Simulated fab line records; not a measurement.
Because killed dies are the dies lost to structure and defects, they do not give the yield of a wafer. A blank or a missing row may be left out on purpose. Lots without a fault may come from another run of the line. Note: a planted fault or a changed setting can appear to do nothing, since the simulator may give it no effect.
Chamber matching :: flow nand harc :: 3 sister chambers for NHARC_P_CONTACT_DEP_30 on pecvd-04
The step deposits SiNx, target thk 30 nm. 6 wafers are shown with their chamber, then 12 later ones without.

## WAFERS WITH THEIR CHAMBER
wafer: L089.4
chamber: 1
heater power w (W): 635

wafer: L089.5
chamber: 0
heater power w (W): 647

wafer: L089.6
chamber: 2
heater power w (W): 842

wafer: L092.1
chamber: 2
heater power w (W): 903

wafer: L092.5
chamber: 1
heater power w (W): 609

wafer: L092.6
chamber: 0
heater power w (W): 773

## WAFERS WITHOUT THEIR CHAMBER
wafer: L094.1
heater power w (W): 823

wafer: L094.2
heater power w (W): 718

wafer: L094.3
heater power w (W): 805

wafer: L094.4
heater power w (W): 831

wafer: L094.5
heater power w (W): 788

wafer: L094.6
heater power w (W): 711

wafer: L095.1
heater power w (W): 784

wafer: L095.3
heater power w (W): 609

wafer: L095.5
heater power w (W): 614

wafer: L096.3
heater power w (W): 612

wafer: L096.5
heater power w (W): 862

wafer: L096.6
heater power w (W): 780

## CHAMBER TAKEN BY EACH
wafer: L094.1
from the rows above: can't be placed: 2 or 0
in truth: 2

wafer: L094.2
from the rows above: can't be placed: 0 or 1
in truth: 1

wafer: L094.3
from the rows above: can't be placed: 2 or 0 or 1
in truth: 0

wafer: L094.4
from the rows above: can't be placed: 2 or 0
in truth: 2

wafer: L094.5
from the rows above: can't be placed: 0 or 2 or 1
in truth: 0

wafer: L094.6
from the rows above: can't be placed: 0 or 1
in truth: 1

wafer: L095.1
from the rows above: can't be placed: 0 or 2 or 1
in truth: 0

wafer: L095.3
from the rows above: can't be placed: 1 or 0
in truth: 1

wafer: L095.5
from the rows above: can't be placed: 1 or 0
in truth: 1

wafer: L096.3
from the rows above: can't be placed: 1 or 0
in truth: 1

wafer: L096.5
from the rows above: 2
in truth: 2

wafer: L096.6
from the rows above: can't be placed: 0 or 2 or 1
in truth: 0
Correctly placed: 1 of 12. Unplaceable from these rows: 11, with the true chamber sitting among the candidates in 11. 0 placed wrongly.
How it was worked out, from the rows above alone: a wafer's distance from a chamber is the root of the sum, over the readings, of the square of ((its reading less the chamber's mean) divided by the reading's scatter). The wafer belongs to the nearest chamber; if the next one is less than 2 further off, it can't be placed. Each chamber's mean is taken over the wafers shown for it. How the scatter is found: for the shown wafers, subtract from each reading the mean of its chamber, square and add these, divide the total by (wafers less chambers), then take the root.
